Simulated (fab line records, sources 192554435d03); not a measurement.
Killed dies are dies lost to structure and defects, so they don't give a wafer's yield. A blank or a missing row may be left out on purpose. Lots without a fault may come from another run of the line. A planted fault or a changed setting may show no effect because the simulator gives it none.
Split-lot experiment | flow n5_finfet | 7 lots, 21 wafers read, on a route of 1938 steps

THE SPLIT
At N5_BEOL_M8_COAT_63 (time 60 s, resist thk 60 nm), the setting spin_rpm was moved away from the recipe's 1500 rpm on 5 of the 21 wafers read, by -9.7% to +7.1%. The other wafers ran this setting at the recipe's value.

The reading is taken at the split's own step.

THE READING
SOC_of_BEOL_M8_COAT_63.thk_nm (the simulator's own value, which no gauge read), in nm, at N5_BEOL_M8_COAT_63 (time 60 s, resist thk 60 nm). The file gives no usual value for it. The 16 wafers here that ran the recipe average 60.0 nm, standard deviation 0.27 nm.

wafer  | tool, chamber at the split | spin_rpm as run, rpm | against the recipe | SOC_of_BEOL_M8_COAT_63.thk_nm, nm | against lot-mates on the recipe
L075.1 | litho_track-01, 0          | 1564                 | +4.3%              | 58.4                              | -1.4
L075.2 | litho_track-01, 0          | 1564                 | +4.3%              | 58.6                              | -1.2
L075.5 | litho_track-01, 0          | 1500                 | recipe             | 59.8                              | -
L079.2 | litho_track-01, 0          | 1500                 | recipe             | 60.2                              | -
L079.3 | litho_track-01, 0          | 1500                 | recipe             | 60                                | -
L079.4 | litho_track-01, 0          | 1607                 | +7.1%              | 58                                | -2.1
L078.1 | litho_track-01, 0          | 1500                 | recipe             | 60.2                              | -
L078.5 | litho_track-01, 0          | 1500                 | recipe             | 60.2                              | -
L078.2 | litho_track-01, 0          | 1500                 | recipe             | 60                                | -
L085.1 | litho_track-04, 0          | 1500                 | recipe             | 60.4                              | -
L085.5 | litho_track-04, 0          | 1500                 | recipe             | 60.4                              | -
L085.6 | litho_track-04, 0          | 1500                 | recipe             | 60.2                              | -
L090.2 | litho_track-04, 0          | 1500                 | recipe             | 59.8                              | -
L090.5 | litho_track-04, 0          | 1500                 | recipe             | 59.8                              | -
L090.6 | litho_track-04, 0          | 1500                 | recipe             | 59.8                              | -
L096.1 | litho_track-05, 0          | 1355                 | -9.7%              | 62.6                              | +3.1
L096.4 | litho_track-05, 0          | 1500                 | recipe             | 59.6                              | -
L096.6 | litho_track-05, 0          | 1500                 | recipe             | 59.4                              | -
L097.1 | litho_track-05, 0          | 1500                 | recipe             | 59.8                              | -
L097.2 | litho_track-05, 0          | 1360                 | -9.3%              | 63                                | +3.1
L097.4 | litho_track-05, 0          | 1500                 | recipe             | 60                                | -

THE FIT
A straight line over all 21 wafers: SOC_of_BEOL_M8_COAT_63.thk_nm changes by -0.3 nm for each +1% of spin_rpm; r = -0.97; the points scatter about the line by 0.27 nm.
The same after taking each lot's own level away (the mean of its wafers on the recipe; 21 wafers): -0.317 nm for each +1%; r = -1.00; scatter 0.096 nm.
On that fit, the largest move of spin_rpm shifts the reading by 3.1 nm.
The lots' own levels span 59.50 to 60.33 nm, that is 3.1 times the standard deviation above.
So the lot-to-lot level changes the slope little: the two slopes agree.
Check: with one of the wafers moved furthest among these (-9.7%) left out of the fit, the line predicts +3.08 nm for it against its lot-mates. It came out at +3.1 nm against them.

OTHER SPLITS ON THESE WAFERS
These wafers also went through other splits before the reading. Each is held against what the fit with the lots' levels taken away leaves over:
other split on the same wafers    | wafers away from the commonest value | r with SOC_of_BEOL_M8_COAT_63.thk_nm (lot level and that fit taken away)
N5_BEOL_M4_COAT_62 spin_rpm       | 7                                    | -0.14
N5_BEOL_M5_ETCH_72 bias_w         | 5                                    | -0.09
N5_BEOL_M5_COAT_65 spin_rpm       | 6                                    | -0.29
N5_BEOL_M6_DESCUM_33 time_s       | 6                                    | -0.14
N5_BEOL_M8_ILD_DEP_00 time_s      | 9                                    | +0.04
N5_BEOL_M8_HM_DEP_02 target_thk_a | 8                                    | +0.41

THE FILE'S OWN FIT
SOC_of_BEOL_M8_COAT_63.thk_nm changes by -0.318 nm for each +1% of spin_rpm, r = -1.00.
